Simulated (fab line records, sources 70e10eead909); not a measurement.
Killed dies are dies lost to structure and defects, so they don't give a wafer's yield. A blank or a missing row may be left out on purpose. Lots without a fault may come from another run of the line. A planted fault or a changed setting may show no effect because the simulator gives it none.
Chamber matching | flow nand_harc | NHARC_P_M2_ETCH_35 on rie_diel-08: 4 sister chambers
The step etches the open film in N2/H2, target depth 40 nm, overetch 12 nm, time 43.94 s. 4 wafers are shown with their chamber, then 6 later ones without.

WAFERS WITH THEIR CHAMBER
wafer  | chamber | rf_vpp_V (V)
L507.6 | 0       | 428.9
L508.2 | 3       | 430.9
L508.3 | 1       | 429.6
L508.6 | 2       | 432.8

WAFERS WITHOUT THEIR CHAMBER
wafer  | rf_vpp_V (V)
L511.3 | 428.1
L511.4 | 429.8
L511.5 | 433.8
L512.3 | 433.9
L512.4 | 430.8
L512.6 | 430.0

WHICH CHAMBER EACH WENT THROUGH
wafer  | from the rows above          | in truth
L511.3 | can't be placed: 0 or 1      | 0
L511.4 | can't be placed: 1 or 0 or 3 | 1
L511.5 | 2                            | 2
L512.3 | 2                            | 2
L512.4 | can't be placed: 3 or 1      | 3
L512.6 | can't be placed: 1 or 3 or 0 | 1
Placed correctly: 2 of 6. Can't be placed from these rows: 4 (the true chamber is among the candidates in 4). Placed wrongly: 0.
How it was worked out, from the rows above alone: a wafer's distance from a chamber is the root of the sum, over the readings, of the square of ((its reading less the chamber's mean) divided by the reading's scatter). The wafer belongs to the nearest chamber; if the next one is less than 2 further off, it can't be placed. A chamber's mean is the mean of its shown wafers. The scatter: with one shown wafer a chamber, the root of the mean of the squares of how far each hidden wafer lies from its nearest shown one.
